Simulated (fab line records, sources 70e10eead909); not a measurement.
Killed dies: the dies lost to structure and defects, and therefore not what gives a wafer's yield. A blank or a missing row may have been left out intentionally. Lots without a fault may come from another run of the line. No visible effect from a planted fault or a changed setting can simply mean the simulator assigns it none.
Chamber matching / flow nand-harc / NHARC_A_SLIT_DESCUM_14 on rie-diel-09: 4 sister chambers
The step chemistry O2, time 3 s. 18 wafers are shown with their chamber, then 9 later ones without.

== WAFERS WITH THEIR CHAMBER ==
wafer=L074.2; chamber=2; showerhead-plenum-p-Torr (Torr)=1.80; drypump-motor-current-A (A)=5.3; oes-product-au (a.u.)=1.015
wafer=L074.4; chamber=1; showerhead-plenum-p-Torr (Torr)=1.89; drypump-motor-current-A (A)=6.2; oes-product-au (a.u.)=1.004
wafer=L074.6; chamber=2; showerhead-plenum-p-Torr (Torr)=1.80; drypump-motor-current-A (A)=5.3; oes-product-au (a.u.)=1.015
wafer=L080.1; chamber=1; showerhead-plenum-p-Torr (Torr)=1.89; drypump-motor-current-A (A)=6.2; oes-product-au (a.u.)=1.001
wafer=L080.2; chamber=2; showerhead-plenum-p-Torr (Torr)=1.80; drypump-motor-current-A (A)=5.4; oes-product-au (a.u.)=1.009
wafer=L080.4; chamber=0; showerhead-plenum-p-Torr (Torr)=2.05; drypump-motor-current-A (A)=6.2; oes-product-au (a.u.)=1.001
wafer=L082.1; chamber=2; showerhead-plenum-p-Torr (Torr)=1.80; drypump-motor-current-A (A)=5.3; oes-product-au (a.u.)=1.014
wafer=L082.4; chamber=3; showerhead-plenum-p-Torr (Torr)=1.96; drypump-motor-current-A (A)=6.0; oes-product-au (a.u.)=1.009
wafer=L082.5; chamber=1; showerhead-plenum-p-Torr (Torr)=1.89; drypump-motor-current-A (A)=6.2; oes-product-au (a.u.)=1.004
wafer=L085.1; chamber=0; showerhead-plenum-p-Torr (Torr)=2.05; drypump-motor-current-A (A)=6.2; oes-product-au (a.u.)=1.011
wafer=L085.4; chamber=1; showerhead-plenum-p-Torr (Torr)=1.89; drypump-motor-current-A (A)=6.2; oes-product-au (a.u.)=1.006
wafer=L085.6; chamber=1; showerhead-plenum-p-Torr (Torr)=1.89; drypump-motor-current-A (A)=6.2; oes-product-au (a.u.)=1.006
wafer=L089.3; chamber=1; showerhead-plenum-p-Torr (Torr)=1.89; drypump-motor-current-A (A)=6.1; oes-product-au (a.u.)=0.990
wafer=L089.4; chamber=3; showerhead-plenum-p-Torr (Torr)=1.96; drypump-motor-current-A (A)=6.1; oes-product-au (a.u.)=0.996
wafer=L089.6; chamber=3; showerhead-plenum-p-Torr (Torr)=1.96; drypump-motor-current-A (A)=6.1; oes-product-au (a.u.)=1.005
wafer=L088.4; chamber=0; showerhead-plenum-p-Torr (Torr)=2.04; drypump-motor-current-A (A)=6.2; oes-product-au (a.u.)=0.996
wafer=L088.5; chamber=2; showerhead-plenum-p-Torr (Torr)=1.80; drypump-motor-current-A (A)=5.3; oes-product-au (a.u.)=1.012
wafer=L088.6; chamber=1; showerhead-plenum-p-Torr (Torr)=1.89; drypump-motor-current-A (A)=6.2; oes-product-au (a.u.)=1.002

SIGNATURES (averages over the wafers above)
reading=showerhead-plenum-p-Torr; chamber 0=2.0467; chamber 1=1.8900; chamber 2=1.8000; chamber 3=1.9600; scatter within a chamber=0.00218
reading=drypump-motor-current-A; chamber 0=6.200; chamber 1=6.186; chamber 2=5.320; chamber 3=6.067; scatter within a chamber=0.0407
reading=oes-product-au; chamber 0=1.00267; chamber 1=1.00186; chamber 2=1.01300; chamber 3=1.00333; scatter within a chamber=0.00545
Rule: for each reading, subtract the chamber's mean from the wafer's reading, divide by that reading's scatter and square the result; add these up over the readings and take the root, which gives the wafer's distance from the chamber. The wafer belongs to the nearest chamber; if the next one is less than 2 further off, it can't be placed. The scatter is the square root of a quotient: the sum, over the shown wafers, of each reading's squared deviation from its chamber's mean, divided by wafers minus chambers.

== WAFERS WITH NO CHAMBER GIVEN ==
wafer=L090.2; showerhead-plenum-p-Torr (Torr)=1.96; drypump-motor-current-A (A)=6.0; oes-product-au (a.u.)=1.008
wafer=L090.3; showerhead-plenum-p-Torr (Torr)=2.04; drypump-motor-current-A (A)=6.2; oes-product-au (a.u.)=1.010
wafer=L090.6; showerhead-plenum-p-Torr (Torr)=2.04; drypump-motor-current-A (A)=6.2; oes-product-au (a.u.)=1.006
wafer=L091.1; showerhead-plenum-p-Torr (Torr)=1.96; drypump-motor-current-A (A)=6.1; oes-product-au (a.u.)=1.006
wafer=L091.4; showerhead-plenum-p-Torr (Torr)=1.80; drypump-motor-current-A (A)=5.4; oes-product-au (a.u.)=0.998
wafer=L091.5; showerhead-plenum-p-Torr (Torr)=1.96; drypump-motor-current-A (A)=6.1; oes-product-au (a.u.)=0.999
wafer=L093.2; showerhead-plenum-p-Torr (Torr)=1.80; drypump-motor-current-A (A)=5.3; oes-product-au (a.u.)=0.994
wafer=L093.4; showerhead-plenum-p-Torr (Torr)=2.04; drypump-motor-current-A (A)=6.2; oes-product-au (a.u.)=1.006
wafer=L093.6; showerhead-plenum-p-Torr (Torr)=1.88; drypump-motor-current-A (A)=6.2; oes-product-au (a.u.)=0.999

== WHICH CHAMBER EACH ONE RAN IN ==
wafer=L090.2; from the rows above=3; in truth=3
wafer=L090.3; from the rows above=0; in truth=0
wafer=L090.6; from the rows above=0; in truth=0
wafer=L091.1; from the rows above=3; in truth=3
wafer=L091.4; from the rows above=2; in truth=2
wafer=L091.5; from the rows above=3; in truth=3
wafer=L093.2; from the rows above=2; in truth=2
wafer=L093.4; from the rows above=0; in truth=0
wafer=L093.6; from the rows above=1; in truth=1
Placed correctly: 9 of 9. Can't be placed from these rows: 0. 0 placed wrongly.
